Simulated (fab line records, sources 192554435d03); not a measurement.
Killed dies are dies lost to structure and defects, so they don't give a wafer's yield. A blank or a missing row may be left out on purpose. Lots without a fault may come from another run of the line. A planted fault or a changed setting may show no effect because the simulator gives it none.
Which tool did it? | flow n5_finfet | 24 lots, 72 wafers sampled, at 5 steps of a route of 1938

WHAT THE GAUGES READ, wafer by wafer
N5_BEOL_M8_CD_MEAS_28: target cd 40 nm. Usual: cd_nm 40.04 nm, standard deviation 0.25.
lot  | measured     | on        | cd_nm (nm)        | flag
L075 | day 9 14:59  | cd_sem-02 | 39.54 40.40 40.15 |
L074 | day 9 15:04  | cd_sem-02 | 40.34 39.89 39.99 |
L076 | day 9 19:26  | cd_sem-01 | 40.26 40.00 39.97 |
L077 | day 10 02:20 | cd_sem-01 | 39.85 39.98 40.48 |
L078 | day 10 05:09 | cd_sem-01 | 40.18 39.74 40.40 |
L079 | day 10 07:25 | cd_sem-02 | 40.06 40.06 40.40 |
L080 | day 10 14:46 | cd_sem-02 | 39.97 39.50 39.73 |
L081 | day 11 05:07 | cd_sem-03 | 39.95 40.32 40.15 |
L082 | day 11 08:05 | cd_sem-02 | 40.11 39.80 40.19 |
L083 | day 11 11:50 | cd_sem-03 | 40.45 39.76 40.10 |
L084 | day 11 20:36 | cd_sem-02 | 40.37 39.97 40.19 |
L085 | day 12 03:02 | cd_sem-03 | 40.26 40.16 40.45 |
L086 | day 12 07:55 | cd_sem-02 | 39.69 40.29 39.91 |
L088 | day 12 16:57 | cd_sem-01 | 39.92 40.47 40.14 |
L089 | day 12 18:19 | cd_sem-03 | 40.11 40.00 39.35 |
L090 | day 13 00:04 | cd_sem-02 | 39.97 40.07 40.10 |
L087 | day 13 00:14 | cd_sem-02 | 39.89 39.95 39.77 |
L091 | day 13 02:58 | cd_sem-02 | 40.33 39.80 40.34 |
L092 | day 14 16:14 | cd_sem-03 | 39.83 39.98 40.18 |
L093 | day 14 16:40 | cd_sem-01 | 39.98 40.17 40.06 |
L097 | day 14 17:47 | cd_sem-03 | 39.85 40.56 40.30 |
L094 | day 14 18:32 | cd_sem-01 | 39.85 39.86 40.23 |
L095 | day 15 01:34 | cd_sem-01 | 39.87 39.56 39.60 |
L096 | day 15 19:38 | cd_sem-02 | 39.48 39.80 40.22 |

N5_BEOL_M8_OCD_MEAS_38. Usual: trench_depth_nm 93.1 nm, standard deviation 1.3.
lot  | measured     | on     | trench_depth_nm (nm) | flag
L075 | day 9 15:32  | ocd-01 | 92.2 92.8 89.9       |
L074 | day 9 15:37  | ocd-02 | 92.9 93.1 93.0       |
L076 | day 9 20:01  | ocd-01 | 93.3 94.2 94.0       |
L077 | day 10 02:55 | ocd-01 | 93.9 94.7 93.7       |
L078 | day 10 05:43 | ocd-02 | 93.4 91.6 91.1       |
L079 | day 10 07:58 | ocd-02 | 93.0 92.8 94.1       |
L080 | day 10 15:20 | ocd-02 | 92.6 89.9 90.3       |
L081 | day 11 05:40 | ocd-01 | 93.7 93.3 92.1       |
L082 | day 11 08:58 | ocd-01 | 93.6 92.9 92.7       |
L083 | day 11 12:24 | ocd-02 | 95.9 92.3 93.9       |
L084 | day 11 21:21 | ocd-01 | 92.8 93.5 92.4       |
L085 | day 12 03:35 | ocd-01 | 90.1 92.8 90.4       |
L086 | day 12 08:41 | ocd-02 | 95.3 93.1 91.5       |
L088 | day 12 17:30 | ocd-01 | 95.0 92.3 93.2       |
L089 | day 12 19:22 | ocd-01 | 91.6 96.9 90.0       |
L090 | day 13 00:58 | ocd-02 | 91.3 93.1 94.2       |
L087 | day 13 01:22 | ocd-02 | 92.1 92.9 92.6       |
L091 | day 13 03:31 | ocd-01 | 93.5 93.3 91.9       |
L092 | day 14 17:08 | ocd-01 | 94.9 93.4 92.6       |
L093 | day 14 17:48 | ocd-02 | 92.7 93.9 92.4       |
L097 | day 14 18:20 | ocd-02 | 94.0 92.4 92.8       |
L094 | day 14 19:31 | ocd-01 | 93.5 92.0 93.6       |
L095 | day 15 02:16 | ocd-02 | 96.0 94.6 94.0       |
L096 | day 15 20:11 | ocd-02 | 93.2 94.1 93.9       |

N5_BEOL_M8_INSPECT_58: inspects for defects (darkfield). Usual: raw_defect_count 69, standard deviation 22.
lot  | measured     | on                | raw_defect_count | flag
L075 | day 9 19:32  | defect_inspect-02 | 62 78 54         |
L074 | day 9 19:13  | defect_inspect-01 | 54 47 59         |
L076 | day 9 22:27  | defect_inspect-02 | 91 100 46        |
L077 | day 10 07:21 | defect_inspect-02 | 69 57 94         |
L078 | day 10 07:56 | defect_inspect-02 | 55 70 97         |
L079 | day 10 11:53 | defect_inspect-02 | 69 58 71         |
L080 | day 10 19:31 | defect_inspect-02 | 69 73 64         |
L081 | day 11 07:55 | defect_inspect-02 | 156 107 105      |
L082 | day 11 11:35 | defect_inspect-02 | 65 47 53         |
L083 | day 11 14:42 | defect_inspect-02 | 70 50 77         |
L084 | day 12 00:17 | defect_inspect-01 | 51 41 85         |
L085 | day 12 06:02 | defect_inspect-01 | 69 81 49         |
L086 | day 12 12:44 | defect_inspect-01 | 86 71 75         |
L088 | day 12 19:54 | defect_inspect-01 | 61 64 35         |
L089 | day 12 23:06 | defect_inspect-01 | 69 91 74         |
L090 | day 13 03:52 | defect_inspect-02 | 65 36 51         |
L087 | day 13 04:59 | defect_inspect-02 | 44 41 64         |
L091 | day 13 06:06 | defect_inspect-02 | 109 84 59        |
L092 | day 14 20:35 | defect_inspect-01 | 86 44 99         |
L093 | day 14 21:00 | defect_inspect-01 | 86 68 67         |
L097 | day 14 21:22 | defect_inspect-02 | 79 48 53         |
L094 | day 14 22:51 | defect_inspect-02 | 49 65 75         |
L095 | day 15 04:37 | defect_inspect-02 | 48 70 57         |
L096 | day 15 22:28 | defect_inspect-02 | 66 97 49         |

WHICH TOOL RAN EACH LOT (tool, then ch and the chambers of the sampled wafers, then the start)
lot  | N5_BEOL_M8_STRIP_36                | N5_BEOL_M8_ANNEAL_51
L075 | rie_diel-03 ch 0,1,3, day 9 15:21  | rtp_anneal-01 ch 0, day 9 18:44
L074 | rie_diel-01 ch 0,1,2, day 9 15:25  | rtp_anneal-01 ch 0, day 9 18:37
L076 | rie_diel-01 ch 1,3, day 9 19:49    | rtp_anneal-01 ch 0, day 9 21:47
L077 | rie_diel-01 ch 1,3, day 10 02:44   | rtp_anneal-02 ch 0, day 10 06:36
L078 | rie_diel-01 ch 0,3, day 10 05:31   | rtp_anneal-02 ch 0, day 10 07:17
L079 | rie_diel-01 ch 0,1,3, day 10 07:46 | rtp_anneal-02 ch 0, day 10 10:58
L080 | rie_diel-03 ch 2,3, day 10 15:07   | rtp_anneal-01 ch 0, day 10 18:49
L081 | rie_diel-01 ch 0,2, day 11 05:28   | rtp_anneal-01 ch 0, day 11 07:13
L082 | rie_diel-01 ch 0,1,2, day 11 08:46 | rtp_anneal-02 ch 0, day 11 10:50
L083 | rie_diel-05 ch 0,1,3, day 11 12:12 | rtp_anneal-02 ch 0, day 11 13:58
L084 | rie_diel-01 ch 0,1, day 11 21:04   | rtp_anneal-02 ch 0, day 11 23:32
L085 | rie_diel-03 ch 1,3, day 12 03:23   | rtp_anneal-02 ch 0, day 12 05:17
L086 | rie_diel-05 ch 0,1,3, day 12 08:29 | rtp_anneal-02 ch 0, day 12 12:05
L088 | rie_diel-05 ch 0,1,3, day 12 17:18 | rtp_anneal-01 ch 0, day 12 19:12
L089 | rie_diel-03 ch 0,2,3, day 12 19:10 | rtp_anneal-01 ch 0, day 12 22:24
L090 | rie_diel-05 ch 0,2,3, day 13 00:46 | rtp_anneal-02 ch 0, day 13 03:07
L087 | rie_diel-05 ch 0,2, day 13 01:10   | rtp_anneal-02 ch 0, day 13 04:14
L091 | rie_diel-01 ch 1,2, day 13 03:19   | rtp_anneal-01 ch 0, day 13 05:26
L092 | rie_diel-05 ch 0,1,3, day 14 16:56 | rtp_anneal-01 ch 0, day 14 19:58
L093 | rie_diel-03 ch 0,1, day 14 17:31   | rtp_anneal-01 ch 0, day 14 20:15
L097 | rie_diel-01 ch 1,2, day 14 18:08   | rtp_anneal-01 ch 0, day 14 20:40
L094 | rie_diel-01 ch 0,1,2, day 14 19:19 | rtp_anneal-01 ch 0, day 14 22:06
L095 | rie_diel-05 ch 0,2,3, day 15 02:04 | rtp_anneal-01 ch 0, day 15 03:55
L096 | rie_diel-05 ch 1,2, day 15 19:59   | rtp_anneal-01 ch 0, day 15 21:41
- N5_BEOL_M8_STRIP_36: strips in N2/H2.
- N5_BEOL_M8_ANNEAL_51: time 90 s.

WHAT THE TOOLS THEMSELVES READ (means of the sampled wafers that have a number; where no wafer has one, the mark that the record gives instead)
N5_BEOL_M8_STRIP_36. Usual: drypump_motor_current_A 5.7 A, standard deviation 0.47; oes_product_au 0.79 a.u., standard deviation 0.092; rf_vpp_V 59.4 V, standard deviation 1.5; showerhead_plenum_p_Torr 2.60 Torr, standard deviation 0.056; throttle_valve_pct 23.61 %, standard deviation 0.21.
lot  | tool        | drypump_motor_current_A (A) | oes_product_au (a.u.) | rf_vpp_V (V) | showerhead_plenum_p_Torr (Torr) | throttle_valve_pct (%) | flag
L075 | rie_diel-03 | 5.5                         | 0.81                  | 60.5         | 2.63                            | 23.59                  |
L074 | rie_diel-01 | 5.8                         | 0.82                  | 60.2         | 2.62                            | 23.60                  |
L076 | rie_diel-01 | 5.9                         | 0.75                  | 59.1         | 2.65                            | 23.60                  |
L077 | rie_diel-01 | 6.1                         | 0.73                  | 60.1         | 2.63                            | 23.47                  |
L078 | rie_diel-01 | 6.4                         | 0.72                  | 57.1         | 2.61                            | 23.45                  |
L079 | rie_diel-01 | 6.1                         | 0.74                  | 59.2         | 2.63                            | 23.52                  |
L080 | rie_diel-03 | 5.3                         | 0.68                  | 58.5         | 2.63                            | 23.82                  |
L081 | rie_diel-01 | 6.0                         | 0.78                  | 58.5         | 2.60                            | 23.55                  |
L082 | rie_diel-01 | 5.8                         | 0.79                  | 59.5         | 2.62                            | 23.62                  |
L083 | rie_diel-05 | 5.8                         | 0.81                  | 60.1         | 2.54                            | 23.65                  |
L084 | rie_diel-01 | 5.9                         | 0.74                  | 59.8         | 2.65                            | 23.71                  |
L085 | rie_diel-03 | 5.3                         | 0.73                  | 59.2         | 2.60                            | 23.79                  |
L086 | rie_diel-05 | 5.7                         | 0.79                  | 59.4         | 2.54                            | 23.64                  |
L088 | rie_diel-05 | 5.8                         | 0.78                  | 59.3         | 2.54                            | 23.67                  |
L089 | rie_diel-03 | 5.4                         | 0.82                  | 60.3         | 2.64                            | 23.55                  |
L090 | rie_diel-05 | 6.0                         | 0.82                  | 58.9         | 2.56                            | 23.74                  |
L087 | rie_diel-05 | 6.3                         | 0.76                  | 59.1         | 2.60                            | 23.57                  |
L091 | rie_diel-01 | 5.5                         | 0.79                  | 60.4         | 2.64                            | 23.75                  |
L092 | rie_diel-05 | 5.7                         | 0.87                  | 57.5         | 2.53                            | 23.56                  |
L093 | rie_diel-03 | 5.7                         | 0.82                  | 58.1         | 2.63                            | 23.52                  |
L097 | rie_diel-01 | 5.4                         | 0.82                  | 57.6         | 2.59                            | 23.70                  |
L094 | rie_diel-01 | 5.7                         | 0.75                  | 59.3         | 2.60                            | 23.69                  |
L095 | rie_diel-05 | 6.1                         | 0.90                  | 59.9         | 2.56                            | 23.63                  |
L096 | rie_diel-05 | 5.4                         | 0.75                  | 58.7         | 2.53                            | 23.49                  |

N5_BEOL_M8_ANNEAL_51. Usual: wafer_temp_C_max 225.83, standard deviation 0.27.
lot  | tool          | wafer_temp_C_max | flag
L075 | rtp_anneal-01 | 225.75           |
L074 | rtp_anneal-01 | 226.06           |
L076 | rtp_anneal-01 | 226.17           |
L077 | rtp_anneal-02 | 225.43           |
L078 | rtp_anneal-02 | 225.73           |
L079 | rtp_anneal-02 | 225.71           |
L080 | rtp_anneal-01 | 225.89           |
L081 | rtp_anneal-01 | 225.88           |
L082 | rtp_anneal-02 | 225.61           |
L083 | rtp_anneal-02 | 225.78           |
L084 | rtp_anneal-02 | 225.81           |
L085 | rtp_anneal-02 | 225.51           |
L086 | rtp_anneal-02 | 225.75           |
L088 | rtp_anneal-01 | 225.96           |
L089 | rtp_anneal-01 | 225.86           |
L090 | rtp_anneal-02 | 225.70           |
L087 | rtp_anneal-02 | 225.74           |
L091 | rtp_anneal-01 | 225.95           |
L092 | rtp_anneal-01 | 226.05           |
L093 | rtp_anneal-01 | 226.07           |
L097 | rtp_anneal-01 | 226.16           |
L094 | rtp_anneal-01 | 225.82           |
L095 | rtp_anneal-01 | 225.86           |
L096 | rtp_anneal-01 | 226.00           |

THE ANSWER, worked out from the rows above alone
Rule: a lot is off if the mean of its wafers that have a number lies more than 3 standard deviations from the usual mean. A lot without any number at a reading at which 4 lots or more have one is off too. The other lots that the step has rows for count as sound. The gauges are gone through in route order, then the tools' own readings, and for those a lot's mean is taken as printed above. The first step at which some lot is off is used, and at that step the reading that is off furthest; a lot without a number counts as furthest.
No lot is off at any reading shown: from this, nothing can be told.

WHAT THE SIMULATOR HAD PUT IN
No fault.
